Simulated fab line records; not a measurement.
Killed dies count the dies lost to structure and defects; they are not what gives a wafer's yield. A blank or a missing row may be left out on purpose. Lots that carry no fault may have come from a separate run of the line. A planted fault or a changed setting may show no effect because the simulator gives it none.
Chamber matching | flow nand harc | 4 sister chambers for NHARC_P_CONTACT_ALD_22 on ald metal-01
The step deposits TiN, target thk 3 nm, pulse time 1 s, ald cycles 150. 4 wafers are shown with their chamber, then 10 later ones without.

== WAFERS PAIRED WITH THEIR CHAMBERS ==
wafer  | chamber | heater power w (W)
L084.4 | 3       | 894
L088.5 | 1       | 1046
L091.1 | 0       | 1059
L091.2 | 2       | 979

== WAFERS MISSING THEIR CHAMBER ==
wafer  | heater power w (W)
L091.3 | 1073
L090.3 | 975
L090.4 | 976
L090.6 | 1057
L095.2 | 1079
L095.5 | 1093
L095.6 | 1026
L097.1 | 916
L097.2 | 997
L097.4 | 1074

== EACH ONE'S CHAMBER ==
wafer  | from the rows above          | in truth
L091.3 | can't be placed: 0 or 1      | 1
L090.3 | 2                            | 2
L090.4 | 2                            | 2
L090.6 | can't be placed: 0 or 1      | 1
L095.2 | can't be placed: 0 or 1      | 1
L095.5 | can't be placed: 0 or 1      | 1
L095.6 | can't be placed: 1 or 0 or 2 | 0
L097.1 | 3                            | 3
L097.2 | can't be placed: 2 or 1      | 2
L097.4 | can't be placed: 0 or 1      | 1
Correct placement for 3 of the 10. Cannot be placed on the basis of these rows: 7; the candidates contain the true chamber in 7. Wrongly placed: 0.
How it was worked out, from the rows above alone: a wafer's distance from a chamber is the root of the sum, over the readings, of the square of ((its reading less the chamber's mean) divided by the reading's scatter). The wafer belongs to the nearest chamber; if the next one is less than 2 further off, it can't be placed. For every chamber, the mean is computed from those of its wafers that are shown. The scatter (one wafer shown for each chamber): square how far every hidden wafer sits from the nearest shown wafer, average those squares and take the square root.
